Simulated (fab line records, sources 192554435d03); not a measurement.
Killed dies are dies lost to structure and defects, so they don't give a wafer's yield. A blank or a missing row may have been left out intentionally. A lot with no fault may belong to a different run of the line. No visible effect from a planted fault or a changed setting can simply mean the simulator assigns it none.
Chamber matching + flow n5_finfet + N5_BEOL_M0_STRIP_142 on rie_diel-02: 4 sister chambers
The step strips in N2/H2, time 10 s. 14 wafers are shown with their chamber, then 7 later ones without.

EACH WAFER AND ITS CHAMBER
| wafer  | chamber | drypump_motor_current_A (A) | throttle_valve_pct (%) | showerhead_plenum_p_Torr (Torr) |
|--------|---------|-----------------------------|------------------------|---------------------------------|
| L075.1 | 3       | 5.2                         | 23.7                   | 2.57                            |
| L075.4 | 1       | 5.0                         | 23.8                   | 2.69                            |
| L075.6 | 2       | 6.3                         | 23.2                   | 2.66                            |
| L077.4 | 0       | 4.9                         | 23.9                   | 2.56                            |
| L077.5 | 3       | 5.2                         | 23.7                   | 2.57                            |
| L077.6 | 0       | 4.9                         | 23.8                   | 2.56                            |
| L082.1 | 3       | 5.2                         | 23.7                   | 2.56                            |
| L082.4 | 0       | 4.9                         | 23.9                   | 2.55                            |
| L082.6 | 0       | 4.9                         | 23.9                   | 2.55                            |
| L083.1 | 3       | 5.2                         | 23.7                   | 2.56                            |
| L083.3 | 3       | 5.2                         | 23.7                   | 2.56                            |
| L083.4 | 2       | 6.4                         | 23.2                   | 2.66                            |
| L084.1 | 2       | 6.4                         | 23.2                   | 2.66                            |
| L084.4 | 1       | 5.0                         | 23.8                   | 2.69                            |

SIGNATURES, as means of the wafers listed above
| reading                  | chamber 0 | chamber 1 | chamber 2 | chamber 3 | scatter within a chamber |
|--------------------------|-----------|-----------|-----------|-----------|--------------------------|
| drypump_motor_current_A  | 4.900     | 5.000     | 6.367     | 5.200     | 0.0258                   |
| throttle_valve_pct       | 23.875    | 23.800    | 23.200    | 23.700    | 0.0274                   |
| showerhead_plenum_p_Torr | 2.5550    | 2.6900    | 2.6600    | 2.5640    | 0.00469                  |
Rule: for a wafer and a chamber, the distance is found by dividing, reading by reading, the gap between the wafer's reading and the chamber's mean by the reading's scatter, squaring, summing and taking the root. If the next closest chamber is less than 2 further off than the closest, the wafer can't be placed; otherwise it belongs to the closest. The scatter is the square root of a quotient: the sum, over the shown wafers, of each reading's squared deviation from its chamber's mean, divided by wafers minus chambers.

WAFERS WITHOUT THEIR CHAMBER
| wafer  | drypump_motor_current_A (A) | throttle_valve_pct (%) | showerhead_plenum_p_Torr (Torr) |
|--------|-----------------------------|------------------------|---------------------------------|
| L084.6 | 6.4                         | 23.2                   | 2.66                            |
| L085.1 | 5.0                         | 23.8                   | 2.69                            |
| L085.2 | 6.3                         | 23.2                   | 2.65                            |
| L085.3 | 4.9                         | 23.9                   | 2.55                            |
| L086.3 | 6.4                         | 23.2                   | 2.65                            |
| L086.4 | 5.2                         | 23.7                   | 2.56                            |
| L086.6 | 6.4                         | 23.2                   | 2.65                            |

CHAMBER TAKEN BY EACH
| wafer  | from the rows above | in truth |
|--------|---------------------|----------|
| L084.6 | 2                   | 2        |
| L085.1 | 1                   | 1        |
| L085.2 | 2                   | 2        |
| L085.3 | 0                   | 0        |
| L086.3 | 2                   | 2        |
| L086.4 | 3                   | 3        |
| L086.6 | 2                   | 2        |
Placed correctly: 7 of 7. Number that these rows cannot place: 0. 0 placed wrongly.
